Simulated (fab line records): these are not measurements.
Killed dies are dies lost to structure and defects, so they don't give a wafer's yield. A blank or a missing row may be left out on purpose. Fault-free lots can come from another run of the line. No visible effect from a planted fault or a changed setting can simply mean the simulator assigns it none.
Split-lot study ; flow n5_finfet ; 21 wafers read across 7 lots, on a route 1938 steps long

## THE SPLIT
At N5_MOL_CONTACT_COAG_ALD_123 (deposits SiNx, target thk 5 nm, pulse time 1 s, purge time 2 s), the setting ald_cycles was moved away from the recipe's 100 on 6 of the 21 wafers read, by +8.0% to +13.0%. For the rest of the wafers, this setting stayed at what the recipe calls for.

## FROM THE SPLIT TO THE READING: what the file shows between them, 5 steps
- N5_MOL_CONTACT_COAG_ETCH_67: etches SOC in N2/H2, target depth 60 nm, overetch 21 nm, time 101.2 s (also split here: source_w)
- N5_MOL_CONTACT_COAG_STRIP_68: strips in N2/H2
- N5_MOL_CONTACT_COAG_STRIP_69: strips in N2/H2
- N5_MOL_CONTACT_COAG_STRIP_120: strips in CHF3
- N5_MOL_CONTACT_COAG_VIA_ETCH_117: etches SiO2 in C4F6/O2, target depth 40 nm, overetch 8 nm, time 26 s

## THE READING
etch.depth_nm (the simulator's own value, which no gauge read), in nm, at N5_MOL_CONTACT_COAG_ETCH_124 (etches SiNx in CH3F/O2, stops on SiOC, target depth 6.5 nm). The file does not state a usual value for it. Average 5.016 nm, standard deviation 0.027 nm, over the 15 wafers here run with the recipe.

wafer;tool, chamber at the split;ald_cycles as run;against the recipe;etch.depth_nm, nm;against lot-mates on the recipe
L076.1;ald_sin-01, 0,1;100;recipe;5.018;-
L076.2;ald_sin-01, 3;112;+12.0%;5.617;+0.582
L076.4;ald_sin-01, 0,1;100;recipe;5.052;-
L078.2;ald_sin-03, 0,3,2;100;recipe;5.013;-
L078.3;ald_sin-03, 0,3,2;100;recipe;4.988;-
L078.5;ald_sin-03, 0,3,2;100;recipe;4.986;-
L085.4;ald_sin-03, 1,3;100;recipe;4.982;-
L085.5;ald_sin-03, 2;113;+13.0%;5.612;+0.623
L085.6;ald_sin-03, 1,3;100;recipe;4.997;-
L086.1;ald_sin-01, 2,1,0;100;recipe;5.017;-
L086.3;ald_sin-01, 2,1,0;100;recipe;5.044;-
L086.6;ald_sin-01, 2,1,0;100;recipe;5.01;-
L092.1;ald_sin-04, 3,2;108;+8.0%;5.378;+0.395
L092.2;ald_sin-04, 3,2;108;+8.0%;5.397;+0.414
L092.5;ald_sin-04, 3;100;recipe;4.983;-
L093.2;ald_sin-01, 3,2;100;recipe;5.067;-
L093.4;ald_sin-01, 0;111;+11.0%;5.565;+0.506
L093.6;ald_sin-01, 3,2;100;recipe;5.051;-
L096.2;ald_sin-01, 2,0;100;recipe;5.026;-
L096.3;ald_sin-01, 1;109;+9.0%;5.46;+0.446
L096.4;ald_sin-01, 2,0;100;recipe;5.002;-
When a row names more than one chamber, that row covers several wafers, and the file does not tell which wafer ran in which chamber.

THE FIT
A straight line over all 21 wafers: etch.depth_nm changes by +0.0482 nm for each +1% of ald_cycles; r = +0.99; the points scatter about the line by 0.026 nm.
The same after taking each lot's own level away (the mean of its wafers on the recipe; 21 wafers): +0.0483 nm for each +1%; r = +1.00; scatter 0.014 nm.
That fit puts the effect of the largest move of ald_cycles on the reading at 0.63 nm.
The span of the lots' own levels, 4.9830 to 5.0590 nm, comes to 2.9 times the standard deviation stated above.
The two slopes are in agreement: the lot-to-lot level therefore moves the slope only a little.
Check: +0.632 nm against its lot-mates is what the line predicts for one of the wafers moved furthest among these (+13.0%) when that wafer is left out of the fit. It came out at +0.623 nm against them.

## THE OTHER SPLITS THESE WAFERS WENT THROUGH
Note: prior to the reading, these wafers also went through further splits. Each is held against what the fit with the lots' levels taken away leaves over:
other split on the same wafers;wafers away from the commonest value;r with etch.depth_nm (lot level and that fit taken away)
N5_SDB_EXPOSE_08 dose_mj;4;+0.15
N5_HKMG_FIN_ETCH_55 time_s;7;+0.12
N5_GATE_CUT_ALD_22 ald_cycles;7;-0.08
N5_MOL_CONTACT_COAG_ETCH_67 source_w;8;-0.47

## THE WHOLE CHAIN: every reading that the file lists as answering this split, in the file's order
step;what it does;reading;change (the file's fit);r (the file's)
N5_MOL_CONTACT_COAG_ALD_123;deposits SiNx, target thk 5 nm, pulse time 1 s, purge time 2 s;SiNx_of_MOL_CONTACT_COAG_ALD_123.thk_nm (the simulator's own value, which no gauge read);+0.0491 nm for each +1% of the setting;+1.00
N5_MOL_CONTACT_COAG_ETCH_124;etches SiNx in CH3F/O2, stops on SiOC, target depth 6.5 nm;etch.depth_nm (the simulator's own value, which no gauge read);+0.0482 nm for each +1% of the setting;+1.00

## FILE'S OWN FIT
etch.depth_nm changes by +0.0482 nm for each +1% of ald_cycles, r = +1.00.
